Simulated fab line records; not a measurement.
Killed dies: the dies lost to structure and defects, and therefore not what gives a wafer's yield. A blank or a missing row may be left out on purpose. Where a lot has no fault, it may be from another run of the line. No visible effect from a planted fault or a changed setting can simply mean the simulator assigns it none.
Matching of chambers | flow nandHarc | NHARC_A_STAIRCASE_ETCH_253 on rieDiel-13: 4 sister chambers
The step etches the open film in C4F8/O2, target depth 50 nm, time 20.2 s. 8 wafers are shown with their chamber, then 12 later ones without.

## WAFERS, EACH WITH ITS CHAMBER
wafer  | chamber | rfVppV (V) | oesProductAu (a.u.)
L084.6 | 3       | 896        | 0.992
L087.6 | 0       | 899        | 0.937
L089.1 | 0       | 897        | 0.942
L091.4 | 1       | 903        | 0.969
L091.5 | 1       | 903        | 0.980
L093.1 | 2       | 897        | 0.972
L093.5 | 2       | 895        | 0.962
L093.6 | 3       | 896        | 0.970

## WAFERS WITH NO CHAMBER GIVEN
wafer  | rfVppV (V) | oesProductAu (a.u.)
L094.1 | 896        | 0.986
L094.2 | 902        | 0.967
L094.5 | 897        | 0.956
L096.2 | 895        | 0.934
L096.3 | 896        | 0.932
L096.4 | 897        | 0.919
L095.2 | 896        | 0.930
L095.4 | 898        | 0.923
L095.5 | 902        | 0.919
L097.2 | 898        | 0.971
L097.3 | 902        | 0.945
L097.6 | 902        | 0.943

## THE CHAMBER EACH PASSED THROUGH
wafer  | from the rows above          | in truth
L094.1 | can't be placed: 3 or 2      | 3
L094.2 | 1                            | 1
L094.5 | can't be placed: 2 or 0 or 3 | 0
L096.2 | can't be placed: 0 or 2 or 3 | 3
L096.3 | can't be placed: 0 or 2      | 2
L096.4 | 0                            | 0
L095.2 | can't be placed: 0 or 2      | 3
L095.4 | 0                            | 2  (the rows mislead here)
L095.5 | can't be placed: 0 or 1      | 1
L097.2 | can't be placed: 2 or 3 or 0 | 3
L097.3 | can't be placed: 1 or 0      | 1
L097.6 | can't be placed: 1 or 0      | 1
Placed correctly: 2 of 12. Not placeable from these rows: 9 (in 8, the candidates include the true chamber). Placed wrongly: 1.
How it was worked out, from the rows above alone: a wafer's distance from a chamber is the root of the sum, over the readings, of the square of ((its reading less the chamber's mean) divided by the reading's scatter). The wafer belongs to the nearest chamber; if the next one is less than 2 further off, it can't be placed. Each chamber's mean is taken over the wafers shown for it. How the scatter is found: for the shown wafers, subtract from each reading the mean of its chamber, square and add these, divide the total by (wafers less chambers), then take the root.
